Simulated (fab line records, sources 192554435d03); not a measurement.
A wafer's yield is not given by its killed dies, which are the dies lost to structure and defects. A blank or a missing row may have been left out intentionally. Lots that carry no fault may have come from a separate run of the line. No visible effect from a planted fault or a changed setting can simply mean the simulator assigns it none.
fab line records -- flow n5Finfet
[record] lots = 4, wafers = 12, lastDay = 21
route steps=1938 shown MOL_CONTACT_COAG@551 BEOL_M4@1111 PASSIVATION@1936
lots that met no fault: from a run of the same line without faults
startH: hours from the record's opening day to when the first of the lot's shown wafers began -- waitH: hours since the lot's step before -- " as in the row above -- L1.1+2: one row covering several wafers at once -- - either no value or no given start -- * or withheld: withheld -- < > ~ a bound
route shown NAME@n: a module of which the file shows steps, and the number in the route of the first -- usual: mean/standard deviation of fault-free wafers -- same: alike in all rows -- chamber/n: place in a boat -- sites: the reading at each site -- _std_site: the standard deviation of these -- _edge_site: the outer-site mean with the inner-site mean subtracted -- radiusMm: for every site, how far away it sits from the centre of the wafer -- mask NAME#n: copy n -- behind: the most recent tool/chamber to have shaped the wafer -- hold: why the lot went on hold/how many hours it stayed there/how the hold came to an end -- device: names the non-switching transistor (n, p or np) -- end of line: the same wafers' tests at the end of the route -- a step without rows: its recipe alone -- killed: dies lost to structure and defects at the first sort, not the wafer's yield -- map: per-die view of a wafer (x killed, . not killed, _ where there is no die)
set.NAME: setting as actually run; set.NAME@STEP: the setting as run at that earlier step -- model.NAME: the simulator's own value behind a step, which no gauge read
certain route steps with their lots: each step a table, each wafer a row
services: the hour from which a tool's chamber was out of use, counted from the record's first day as startH (under 0 if before that day), plus the number of hours and why
[[steps]]
[step N5_MOL_CONTACT_COAG_SPUTTER_130]
[recipe] material = Co, targetThkA = 475, tempC = 25, chamberPressurePa = 0.5, powerW = 3000
[step N5_MOL_CONTACT_COAG_PRECLEAN_125]
[recipe] chemistry = DIW, timeS = 57.5, tempC = 23
[step N5_MOL_CONTACT_COAG_SRD_126]
[recipe] dryTimeS = 32, dry = n2Spin, spinRpm = 1500
[step N5_MOL_CONTACT_COAG_CMP_23]
[recipe] stopOn = SiO2, tOverpolishS = 1.5, postCmpClean = cuAlkaline, downForcePsi = 2, platenRpm = 50.289, padVelocityMS = 1.0006, targetThkNm = 0
[step N5_MOL_CONTACT_COAG_WET_ETCH_26]
[recipe] target = Co, targetDepthNm = 13
[step N5_MOL_CONTACT_COAG_WET_ETCH_116]
[recipe] chemistry = SC1-inhibited, targetDepthNm = 4.6, dry = ipaMarangoni, rinseTimeS = 30, rinseTempC = 23
[step N5_MOL_CONTACT_COAG_ALD_27]
[recipe] material = SiOC, targetThkA = 170, tempC = 400, aldPrecursorFamily = carbosiloxane, aldCoReactant = H2-plasma, pulseTimeS = 1.5, timeS = 2720, purgeTimeS = 2, coReactantPurgeTimeS = 2, aldCycles = 340, pressureTorr = 2
[step N5_MOL_CONTACT_COAG_CMP_28]
[recipe] stopOn = SiNx, tOverpolishS = 0.85, postCmpClean = alkalineBrush, downForcePsi = 4.15, platenRpm = 51.8, padVelocityMS = 1.0307, targetThkNm = 14.522
[step N5_MOL_CONTACT_COAG_ALD_123]
[recipe] material = SiNx, targetThkA = 50, tempC = 400, aldPrecursorFamily = SiH2I2, aldCoReactant = N2/H2-plasma, pulseTimeS = 1, purgeTimeS = 2, coReactantPurgeTimeS = 2, aldCycles = 100, pressureTorr = 2
[step N5_MOL_CONTACT_COAG_PECVD_31]
[recipe] material = SiO2, targetThkA = 460, tempC = 400, precursor = TEOS/O2, pressureTorr = 6.5, rfW = withheld, teosFlowSccm = withheld, gas = O2, flowSccm = 2650, timeS = 8.9
[usual] susceptorTempC = 400.02/0.23
lot.wafer,tool,chamber,startH,waitH,sinceWetCleanH,susceptorTempC,model.SiO2_of_MOL_CONTACT_COAG_PECVD_31.thkNm
L660.1,pecvd-04,1,114.55,0.3,1362,399.73,45.8
L660.4,pecvd-04,2,114.55,0.3,-,399.63,47.2
L660.6,pecvd-04,1,114.55,0.3,-,399.64,46.4
L670.3,pecvd-04,0,172.58,0.3,695,414.47,42
L670.4,pecvd-04,1,172.58,0.3,-,400.20,46.6
L670.5,pecvd-04,2,172.58,0.3,-,400.30,46.6
L671.1,pecvd-04,0,179.14,0.3,702,414.14,41.4
L671.3,pecvd-04,1,179.14,0.3,1427,400.12,45
L671.4,pecvd-04,0,179.14,0.3,-,414.25,42.6
L676.1,pecvd-02,1,210.65,0.3,2002,400.23,46
L676.4,pecvd-02,2,210.65,0.3,-,399.69,46.2
L676.5,pecvd-02,0,210.65,0.3,-,399.63,46
[step N5_MOL_CONTACT_COAG_COAT_75]
[recipe] resist = SOC, tempC = 250, timeS = 60, spinRpm = 1500, resistThkNm = 60
[step N5_MOL_CONTACT_COAG_COAT_76]
[recipe] resist = SiARC, tempC = 220, timeS = 60, spinRpm = 1500, resistThkNm = 10
[step N5_MOL_CONTACT_COAG_COAT_77]
[recipe] resist = underlayer, tempC = 205, timeS = 60, spinRpm = 1500, resistThkNm = 10
[step N5_MOL_CONTACT_COAG_COAT_78]
[recipe] resist = CAR-EUV, spinRpm = 1500, resistThkNm = 40
[step N5_MOL_CONTACT_COAG_EBR_80]
[recipe] solvent = PGMEA, ebrWidthMm = 1.5
[step N5_MOL_CONTACT_COAG_SOFTBAKE_79]
[recipe] tempC = 110, timeS = 60, resist = CAR-EUV
[step N5_MOL_CONTACT_COAG_EXPOSE_81]
[recipe] maskId = VG, na = 0.33, sourceShape = annular, sigmaInner = 0.3, sigmaOuter = 0.7, polarization = unpolarized, defocusNm = 0, doseMj = 59.5
[step N5_MOL_CONTACT_COAG_PEB_82]
[recipe] pebTempC = 100, pebTimeS = 60, resist = CAR-EUV
[step N5_MOL_CONTACT_COAG_DEVELOP_83]
[recipe] developTimeS = 30, developer = TMAH, resist = CAR-EUV, rinseLiquid = surfactantRinse, dry = airSpin, devTempC = 23
[step N5_MOL_CONTACT_COAG_DESCUM_88]
[recipe] chemistry = O2, timeS = 7, sourcePowerW = 50, biasPowerW = 20, pressureMtorr = 20, rfFrequencyHz = 2.712e+07, tempC = 40, resist = CAR-EUV, o2FlowSccm = 225
[step N5_MOL_CONTACT_COAG_ETCH_89]
[recipe] chemistry = N2/H2, target = underlayer, targetDepthA = 130, maskMaterial = CAR-EUV, timeS = 10.4, ionEnergyEv = 200, pressureMtorr = 30, sourceW = 840, biasW = 150, n2FlowSccm = 200, h2FlowSccm = 200, ends = cleared
[step N5_MOL_CONTACT_COAG_ETCH_90]
[recipe] chemistry = CF4, target = SiARC, targetDepthA = 130, maskMaterial = CAR-EUV, timeS = 21.7, ionEnergyEv = 80, pressureMtorr = 40, sourceW = 545, biasW = 36, Ar_flow_sccm = 100, cf4FlowSccm = 100, ends = cleared
[step N5_MOL_CONTACT_COAG_ALD_131]
[recipe] material = SiO2, targetThkA = 50, tempC = 100, aldPrecursorFamily = BDEAS, aldCoReactant = O2-plasma, pulseTimeS = 1, coReactantPulseTimeS = 1, purgeTimeS = 2, coReactantPurgeTimeS = 2, aldCycles = 35, pressureTorr = 2
[step N5_MOL_CONTACT_COAG_ETCHBACK_132]
[recipe] chemistry = CHF3, target = SiO2, targetDepthA = 100, timeS = 6.7, ionEnergyEv = 200, pressureMtorr = 30, sourceW = 610, biasW = 170, Ar_flow_sccm = 200, CHF3_flow_sccm = 50
[step N5_MOL_CONTACT_COAG_ETCH_91]
[recipe] chemistry = N2/H2, target = SOC, targetDepthA = 600, overetchA = 210, maskMaterial = SiARC, tempC = 40, timeS = 101.2, ionEnergyEv = 200, pressureMtorr = 30, sourceW = 840, biasW = 150, n2FlowSccm = 200, h2FlowSccm = 200
[step N5_MOL_CONTACT_COAG_STRIP_92]
[recipe] chemistry = N2/H2, tempC = 40, n2FlowSccm = 200, h2FlowSccm = 200, rfFrequencyHz = 6e+07
[step N5_MOL_CONTACT_COAG_STRIP_93]
[recipe] chemistry = N2/H2, tempC = 40, n2FlowSccm = 200, h2FlowSccm = 200, rfFrequencyHz = 6e+07
[step N5_MOL_CONTACT_COAG_ETCHBACK_135]
[recipe] chemistry = CHF3, target = SiO2, targetDepthA = 250, timeS = 16.7, ionEnergyEv = 200, pressureMtorr = 30, sourceW = 610, biasW = 170, Ar_flow_sccm = 200, CHF3_flow_sccm = 50
[step N5_MOL_CONTACT_COAG_STRIP_118]
[recipe] chemistry = CHF3, resist = SiARC, rfFrequencyHz = 6e+07
[step N5_MOL_CONTACT_COAG_VIA_ETCH_46]
[recipe] chemistry = C4F6/O2, targetDepthA = 460, overetchA = 92, maskMaterial = SOC, target = SiO2, biasW = 455, pressureMtorr = 10, timeS = 40, sourceW = 325, Ar_flow_sccm = 300, C4F6_flow_sccm = 10, O2_flow_sccm = 10, ionEnergyEv = 575.3, ends = endPoint
[usual] drypumpMotorCurrentA = 5.67/0.21, oes_f_703_au = 0.78/0.091, oesProductAu = 0.70/0.071, rfVppV = 1601/56, showerheadPlenumPTorr = 2.84/0.082, throttleValvePct = 40.9/0.41
lot.wafer,tool,chamber,startH,waitH,drypumpMotorCurrentA,oes_f_703_au,oesProductAu,rfHoursCounterH,rfVppV,showerheadPlenumPTorr,throttleValvePct,model.etch.depthNm
L660.1,rieDiel-04,0,116.28,0.0,5.86,0.72,0.62,247,1600,2.79,41.0,45.76
L660.4,rieDiel-04,1,116.28,0.0,5.86,0.74,0.64,240,1606,2.76,40.8,47.26
L660.6,rieDiel-04,0,116.28,0.0,5.85,0.72,0.62,-,1601,2.79,41.0,46.41
L670.3,rieDiel-01,0,173.52,0.0,5.78,0.84,0.70,85,1504,2.77,40.9,42.07
L670.4,rieDiel-01,1,173.52,0.0,5.55,0.81,0.77,63,1694,2.99,41.1,46.61
L670.5,rieDiel-01,0,173.52,0.0,5.75,0.84,0.75,-,1503,2.76,40.9,46.58
L671.1,rieDiel-01,2,180.22,0.0,5.64,0.70,0.64,160,1647,2.84,41.2,41.43
L671.3,rieDiel-01,1,180.22,0.0,5.53,0.80,0.74,65,1693,2.99,41.1,45.09
L671.4,rieDiel-01,0,180.22,0.0,5.74,0.84,0.71,88,1504,2.76,40.9,42.65
L676.1,rieDiel-04,0,211.58,0.0,5.88,0.94,0.81,27,1600,2.77,40.8,46.03
L676.4,rieDiel-04,0,211.58,0.0,5.88,0.93,0.81,-,1599,2.77,40.8,46.28
L676.5,rieDiel-04,3,211.58,0.0,5.25,0.71,0.66,-,1621,2.90,40.7,45.91
[step N5_MOL_CONTACT_COAG_STRIP_96]
[recipe] chemistry = N2/H2, powerW = 500, tempC = 40, pressureMtorr = 50, rfFrequencyHz = 6e+07, overashFraction = 0.3, biasPowerW = 28, h2Frac = 0.5, n2FlowSccm = 300, h2FlowSccm = 300
[step N5_MOL_CONTACT_COAG_ETCH_47]
[recipe] chemistry = CH3F/O2, target = SiNx, targetDepthA = 270, maskMaterial = SiO2, stopOn = W, overEtchFrac = 0.2, ionEnergyEv = 120, endpoint = OES-CN, pressureMtorr = 30, sourceW = 395, biasW = 73, Ar_flow_sccm = 150, CH3F_flow_sccm = 30, O2_flow_sccm = 20, ends = endPoint
[step N5_MOL_CONTACT_COAG_STRIP_119]
[recipe] chemistry = N2/H2, timeS = 30, powerW = 1000, tempC = 250, pressureMtorr = withheld, n2FlowSccm = 1750, h2FlowSccm = 3250
[step N5_MOL_CONTACT_COAG_PRECLEAN_144]
[recipe] chemistry = alkalineClean, tempC = 60, timeS = 60, doPpb = 50
[step N5_MOL_CONTACT_COAG_SRD_145]
[recipe] dry = ipaMarangoni, timeS = 30, tempC = 23, rinseLiquid = diw
[step N5_MOL_CONTACT_COAG_CMP_52]
[recipe] stopOn = SiO2, tOverpolishS = 1.5, postCmpClean = wDiluteNh4oh, downForcePsi = 4, platenRpm = 50.289, padVelocityMS = 1.0006, targetThkNm = 66.5
[usual] motorCurrentA = 12.3/1.2
lot.wafer,tool,chamber,startH,waitH,motorCurrentA,model.SiO2_of_MOL_CONTACT_COAG_PECVD_31.thkNm
L660.1,cmp-01,1,118.70,0.0,10.1,43.6
L660.4,cmp-01,0,118.70,0.0,13.6,45.2
L660.6,cmp-01,1,118.70,0.0,10.9,44.4
L670.4,cmp-03,1,175.87,0.1,12.9,44.6
L670.3,cmp-03,2,175.87,0.1,13.4,40
L670.5,cmp-03,1,175.87,0.1,13.2,44.6
L671.4,cmp-01,3,182.48,0.0,11.2,40.6
L671.3,cmp-01,1,182.48,0.0,10.7,43
L671.1,cmp-01,2,182.48,0.0,11.8,39.4
L676.4,cmp-03,0,213.66,0.1,13.3,44.2
L676.1,cmp-03,1,213.66,0.1,13.0,44
L676.5,cmp-03,3,213.66,0.1,11.7,43.8
[step N5_MOL_CONTACT_COAG_THK_MEAS_53]
[recipe] reads = SiO2_of_MOL_CONTACT_COAG_PECVD_31
[usual] VIA_MOL_THK = 43.9/0.63
lot.wafer,tool,chamber,startH,waitH,VIA_MOL_THK[nm]
L660.1,filmMetro-02,-,118.99,-,43.7
L660.4,filmMetro-02,-,118.99,-,45.2
L660.6,filmMetro-02,-,118.99,-,44.3
L670.3,filmMetro-02,-,176.12,-,40.0
L670.4,filmMetro-02,-,176.12,-,44.5
L670.5,filmMetro-02,-,176.12,-,44.6
L671.1,filmMetro-02,-,182.77,-,39.3
L671.3,filmMetro-02,-,182.77,-,43.0
L671.4,filmMetro-02,-,182.77,-,40.6
L676.1,filmMetro-02,-,213.92,-,44.0
L676.4,filmMetro-02,-,213.92,-,44.2
L676.5,filmMetro-02,-,213.92,-,43.8
[step N5_BEOL_M4_RC_MEAS_101]
[usual] DIBL_N = 36.1/2.3, DIBL_P = 36/3.2, IOFF_N = 0.16/0.045, IOFF_P = 0.21/0.049, ION_N = 674/14, ION_P = 462/8.4, SS_N = 71.6/0.83, SS_P = 73.2/0.87, VT_N = 249/3.8, VT_P = -250/3.4
lot.wafer,tool,chamber,startH,waitH,DIBL_N[mV/V],DIBL_P[mV/V],IOFF_N[nA/um],IOFF_P[nA/um],ION_N[uA/um],ION_P[uA/um],SS_N[mV/dec],SS_P[mV/dec],VT_N[mV],VT_P[mV]
L660.1,prober-01,0,259.92,0.0,38.4,42,0.23,0.32,695,476,71.7,74.3,243,-244
L660.4,prober-01,0,259.92,0.0,33.2,34,0.12,0.17,682,471,70.8,72.6,252,-250
L660.6,prober-01,0,259.92,0.0,40.3,43,0.27,0.34,689,469,72.4,74.6,239,-244
L670.3,prober-02,0,345.12,0.3,35.7,35,0.15,0.21,677,469,71.4,73.9,248,-246
L670.4,prober-02,0,345.12,0.3,35.0,34,0.14,0.19,658,451,71.9,72.7,248,-251
L670.5,prober-02,0,345.12,0.3,35.6,35,0.14,0.22,662,462,72.0,74.3,248,-250
L671.1,prober-02,0,347.66,0.0,37.6,39,0.17,0.29,661,465,71.7,74.3,250,-246
L671.3,prober-02,0,347.66,0.0,35.5,33,0.13,0.18,664,458,71.2,72.5,253,-253
L671.4,prober-02,0,347.66,0.0,34.3,30,0.10,0.13,633,437,71.1,72.3,259,-259
L676.1,prober-01,0,388.33,0.0,35.1,37,0.15,0.22,677,463,71.2,73.7,249,-249
L676.4,prober-01,0,388.33,0.0,32.4,34,0.12,0.17,653,453,70.1,72.3,256,-253
L676.5,prober-01,0,388.33,0.0,35.5,37,0.16,0.21,679,464,70.7,73.4,251,-249
[step N5_PASSIVATION_PROBE_49]
[usual] defectLimitedYield = 90.9/1.6, killed_at_M0_to_M3 = 37/11, killed_at_M4_up = 15/5.6, killedAtContacts = 13/6.4, killedAtFrontEnd = 39/11, killedAtOther = 4/3.1, killedDies = 107/19, killedOpen = 71/14, killedShort = 34/7.8, sort_bin_4_leakage = 0.01/0.053, sort_bin_5_function = 5.3/1, sort_bin_6_memory = 3.4/0.72, sort_bin_8_speed = 0.0/0.42, sortNPass = 1072/20, sortYieldPct = 90.9/1.7
[same] grossDies = 1180, killedAtBackSide = 0
lot.wafer,tool,chamber,startH,waitH,defectLimitedYield[%],killed_at_M0_to_M3,killed_at_M4_up,killedAtContacts,killedAtFrontEnd,killedAtOther,killedDies,killedOpen,killedShort,sort_bin_4_leakage[%],sort_bin_5_function[%],sort_bin_6_memory[%],sort_bin_8_speed[%],sortNPass,sortYieldPct[%]
L660.1,prober-02,-,368.43,0.0,88.1,43,17,17,55,8,140,88,48,0,6.5,4.2,0,1040,88.1
L660.4,prober-02,-,368.58,0.2,89.4,39,19,15,50,2,125,68,52,0,6.4,3.6,0,1055,89.4
L660.6,prober-02,-,368.68,0.3,90.4,40,19,15,32,7,113,74,32,0.17,4.3,4.9,0,1065,90.3
L670.3,prober-01,-,468.03,0.1,92.8,35,1,19,24,6,85,58,27,0,4.2,2.5,0,1095,92.8
L670.4,prober-01,-,468.08,0.2,91.9,45,9,16,24,2,96,58,35,0,4.2,3.7,0,1084,91.9
L670.5,prober-01,-,468.13,0.2,89.5,58,7,27,24,8,124,84,38,0,6.4,4.0,0,1056,89.5
L671.1,prober-02,-,469.02,0.0,91.7,27,13,8,50,0,98,70,26,0,4.9,3.4,0,1082,91.7
L671.3,prober-02,-,469.12,0.1,90.3,37,15,7,48,8,115,79,33,0,6.3,3.2,0,1065,90.3
L671.4,prober-02,-,469.17,0.2,89.5,32,17,9,61,5,124,91,31,0,6.5,3.6,5.0,997,84.5
L676.1,prober-02,-,494.83,0.0,89.4,40,19,17,44,5,125,94,31,0,6.4,3.7,0,1055,89.4
L676.4,prober-02,-,494.98,0.2,89.9,28,15,21,54,1,119,90,27,0,5.8,4.1,0,1061,89.9
L676.5,prober-02,-,495.03,0.2,88.2,37,26,24,50,2,139,92,46,0,7.3,4.0,0,1041,88.2
// killed by level:class
L660.1 FIN_SAQP:geometricParticle:open=22 FIN_SAQP:geometricParticle:short=15 MOL_CONTACT_COAG:geometricParticle:open=13 BEOL_M3:geometricParticle:open=11 BEOL_M0_SAQP:geometricParticle:open=10 BEOL_M0_SAQP:geometricParticle:short=10 BEOL_M4:geometricParticle:open=8 STI_FIN_REVEAL:geometricParticle:open=5
L660.4 FIN_SAQP:geometricParticle:short=15 BEOL_M0_SAQP:geometricParticle:short=12 FIN_SAQP:geometricParticle:open=11 MOL_CONTACT_COAG:geometricParticle:open=11 BEOL_M0_SAQP:geometricParticle:open=11 BEOL_M3:geometricParticle:open=6 BEOL_M4:geometricParticle:open=5 STI_FIN_REVEAL:geometricParticle:open=4
L660.6 MOL_CONTACT_COAG:geometricParticle:open=14 FIN_SAQP:geometricParticle:short=11 BEOL_M3:geometricParticle:open=11 BEOL_M4:geometricParticle:open=11 FIN_SAQP:geometricParticle:open=9 BEOL_M0_SAQP:geometricParticle:open=7 BEOL_M0_SAQP:geometricParticle:short=6 BEOL_M1:geometricParticle:open=5
L670.3 MOL_CONTACT_COAG:geometricParticle:open=14 BEOL_M0_SAQP:geometricParticle:open=10 STI_FIN_REVEAL:geometricParticle:open=8 BEOL_M1:geometricParticle:open=8 BEOL_M2:geometricParticle:open=8 BEOL_M0_SAQP:geometricParticle:short=6 MOL_CONTACT_COAG:geometricParticle:short=5 GATE_CUT:geometricParticle:short=4
L670.4 BEOL_M0_SAQP:geometricParticle:open=13 BEOL_M0_SAQP:geometricParticle:short=12 MOL_CONTACT_COAG:geometricParticle:open=11 GATE_CUT:geometricParticle:short=6 BEOL_M3:geometricParticle:open=6 STI_FIN_REVEAL:geometricParticle:open=5 MOL_CONTACT_COAG:geometricParticle:short=4 BEOL_M1:geometricParticle:open=4
L670.5 BEOL_M0_SAQP:geometricParticle:open=23 MOL_CONTACT_COAG:geometricParticle:open=21 BEOL_M1:geometricParticle:open=11 BEOL_M3:geometricParticle:open=10 BEOL_M0_SAQP:geometricParticle:short=8 MIM_TOP:geometricParticle:short=7 STI_FIN_REVEAL:geometricParticle:open=6 GATE_CUT:geometricParticle:short=5
L671.1 STI_FIN_REVEAL:geometricParticle:open=13 FIN_SAQP:geometricParticle:short=9 BEOL_M3:geometricParticle:open=9 BEOL_M4:geometricParticle:open=8 DUMMY_GATE:geometricParticle:open=7 MOL_CONTACT_COAG:geometricParticle:open=7 FIN_SAQP:geometricParticle:open=6 BEOL_M1:geometricParticle:open=6
L671.3 BEOL_M3:geometricParticle:open=14 STI_FIN_REVEAL:geometricParticle:open=12 FIN_SAQP:geometricParticle:open=9 FIN_SAQP:geometricParticle:short=8 BEOL_M4:geometricParticle:open=8 BEOL_M2:geometricParticle:open=6 BEOL_M1:geometricParticle:open=5 BEOL_M3:geometricParticle:short=5
L671.4 STI_FIN_REVEAL:geometricParticle:open=18 BEOL_M4:geometricParticle:open=9 DUMMY_GATE:geometricParticle:open=9 BEOL_M1:geometricParticle:open=9 FIN_SAQP:geometricParticle:open=7 GATE_CUT:geometricParticle:open=6 MOL_CONTACT_COAG:geometricParticle:open=6 BEOL_M3:geometricParticle:open=5
L676.1 STI_FIN_REVEAL:geometricParticle:open=16 MOL_CONTACT_COAG:geometricParticle:open=14 BEOL_M0_SAQP:geometricParticle:open=11 BEOL_M4:geometricParticle:open=11 BEOL_M0_SAQP:geometricParticle:short=8 DUMMY_GATE:geometricParticle:open=7 BEOL_M2:geometricParticle:open=7 FIN_SAQP:geometricParticle:open=6
L676.4 MOL_CONTACT_COAG:geometricParticle:open=20 FIN_SAQP:geometricParticle:open=18 DUMMY_GATE:geometricParticle:open=9 BEOL_M4:geometricParticle:open=9 FIN_SAQP:geometricParticle:short=7 STI_FIN_REVEAL:geometricParticle:open=7 STI_FIN_REVEAL:geometricParticle:short=5 BEOL_M0_SAQP:geometricParticle:open=5
L676.5 MOL_CONTACT_COAG:geometricParticle:open=18 FIN_SAQP:geometricParticle:short=11 STI_FIN_REVEAL:geometricParticle:open=11 BEOL_M4:geometricParticle:open=8 BEOL_M0_SAQP:geometricParticle:short=7 BEOL_M0_SAQP:geometricParticle:open=7 BEOL_M3:geometricParticle:open=7 FIN_SAQP:geometricParticle:open=6
[[services]]
tool,chamber,startH,hours,kind
rieDiel-04,3,94.76,1.6,repair
pecvd-02,-,98.74,1.0,repair
cmp-01,-,102.15,0.5,repair
pecvd-02,-,106.63,5.5,pm
rieDiel-01,-,114.20,2.8,pm
rieDiel-04,0,128.41,-,clean
rieDiel-04,0,128.41,-,consumableReplace:focusRing
rieDiel-04,0,128.41,18.3,scheduledDown
rieDiel-04,0,128.41,18.3,ventCycle
pecvd-04,-,128.88,1.7,repair
rieDiel-04,1,146.94,-,clean
rieDiel-04,1,146.94,-,consumableReplace:focusRing
rieDiel-04,1,146.94,28.4,scheduledDown
rieDiel-04,1,146.94,28.4,ventCycle
cmp-01,-,155.52,4.0,repair
pecvd-04,0,162.51,2.1,scheduledDown
cmp-03,-,183.47,7.5,pm
rieDiel-01,3,191.56,-,clean
rieDiel-01,3,191.56,-,consumableReplace:focusRing
pecvd-04,2,202.38,-,clean
pecvd-04,2,202.38,-,consumableReplace:showerhead
pecvd-04,2,202.38,29.0,scheduledDown
pecvd-04,2,202.38,29.0,ventCycle
cmp-01,-,210.51,4.5,pm
[[key]]
[firstSign] step = N5_MOL_CONTACT_COAG_PECVD_31, reading = susceptorTempC, direction = up, sigmas = 63, usual = *, struck = *
[effect] step = N5_MOL_CONTACT_COAG_THK_MEAS_53, reading = VIA_MOL_THK, direction = down, sigmas = 6.3, usual = 43.9, struck = 40.0
[modelEffect] step = N5_MOL_CONTACT_COAG_PECVD_31, value = SiO2_of_MOL_CONTACT_COAG_PECVD_31.thkNm, without = 46.2, struck = 42
[modelEffect] step = N5_MOL_CONTACT_COAG_VIA_ETCH_46, value = etch.depthNm, without = 46.14, struck = 42.05
[modelEffect] step = N5_MOL_CONTACT_COAG_CMP_52, value = SiO2_of_MOL_CONTACT_COAG_PECVD_31.thkNm, without = 44.13, struck = 40
metAt N5_MOL_CONTACT_COAG_PECVD_31
struckWafers L670.3,L671.1,L671.4
[fault] kind = processParameterDrift, tool = pecvd-04, chamber = 0, onsetH = 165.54, steps = N5_MOL_CONTACT_COAG_PECVD_31, channel = tempC, offset = *, shape = step, endH = 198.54, actsIn = *, stated = *
